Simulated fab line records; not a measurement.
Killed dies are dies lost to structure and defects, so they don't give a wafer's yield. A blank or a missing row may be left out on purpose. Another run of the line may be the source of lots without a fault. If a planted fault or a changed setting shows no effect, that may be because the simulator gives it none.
The same fault as seen by 2 desks -- flow n5-finfet -- only its own numbers are on each desk; what lay behind them is given at the end

== FOR THE TOOL OWNER'S DESK: ald-metal-01 ==
The tool's own readings at N5_BEOL_M2_ALD_84 (deposits TaN, pulse time 2 s, purge time 3 s, co reactant purge time 2 s): means of the sampled wafers that have a number, for each lot that ran on this tool. The brackets show how far a lot's mean lies from the usual mean; more than 4 standard deviations puts the lot out of limits, marked OUT.
Columns: A = heater-power-w at N5_BEOL_M2_ALD_84, usual 430 W
lot,first seen here,A
L682,day 7 13:35,440
L684,day 7 19:41,406
L686,day 8 11:58,436
L692,day 9 20:57,435
L694,day 10 13:44,422
This desk's finding: nothing out of limits on any of the 5 lots.

== THE METROLOGY DESK ==
Lot by lot, what the gauges showed, no matter which tool ran the lot: averages of those sampled wafers that carry a number. The brackets show how far a lot's mean lies from the usual mean; more than 4 standard deviations puts the lot out of limits, marked OUT. Of its 12 readings 7 are shown: those that lie furthest out on some lot.
Columns: A = CHAIN_V1 at N5_BEOL_M4_RC_MEAS_101, usual 229 ohm/link; B = CHAIN_V1_max_site at N5_BEOL_M4_RC_MEAS_101, usual 237 ohm/link; C = DIBL_N at N5_BEOL_M4_RC_MEAS_101, usual 36.5 mV/V; D = IOFF_P at N5_BEOL_M4_RC_MEAS_101, usual 0.217 nA/um; E = ION_P at N5_BEOL_M4_RC_MEAS_101, usual 464 uA/um; F = VT_N at N5_BEOL_M4_RC_MEAS_101, usual 250.0 mV; G = VT_P at N5_BEOL_M4_RC_MEAS_101, usual -250 mV
lot,first seen here,A,B,C,D,E,F,G
L682,day 8 17:36,231,237,36.4,0.206,463,249.8,-250
L683,day 9 01:41,225,235,34.5,0.214,469,250.4,-249
L684,day 9 03:20,230,236,36.7,0.250,472,246.6,-246
L686,day 9 20:58,235,244,36.0,0.228,468,249.1,-246
L687,day 10 00:01,228,236,37.2,0.233,467,250.8,-248
L690,day 10 02:55,232,239,37.9,0.236,466,246.4,-250
L692,day 11 04:09,227,240,36.5,0.220,467,250.2,-248
L694,day 11 20:25,243,250,36.4,0.222,465,251.1,-248
This desk's finding: nothing out of limits on any of the 8 lots.

== BROUGHT TOGETHER ==
Nothing out of limits was seen by the tool owner's desk.
At the metrology desk, nothing out of limits was observed.

== WHAT WAS PUT IN BY THE SIMULATOR ==
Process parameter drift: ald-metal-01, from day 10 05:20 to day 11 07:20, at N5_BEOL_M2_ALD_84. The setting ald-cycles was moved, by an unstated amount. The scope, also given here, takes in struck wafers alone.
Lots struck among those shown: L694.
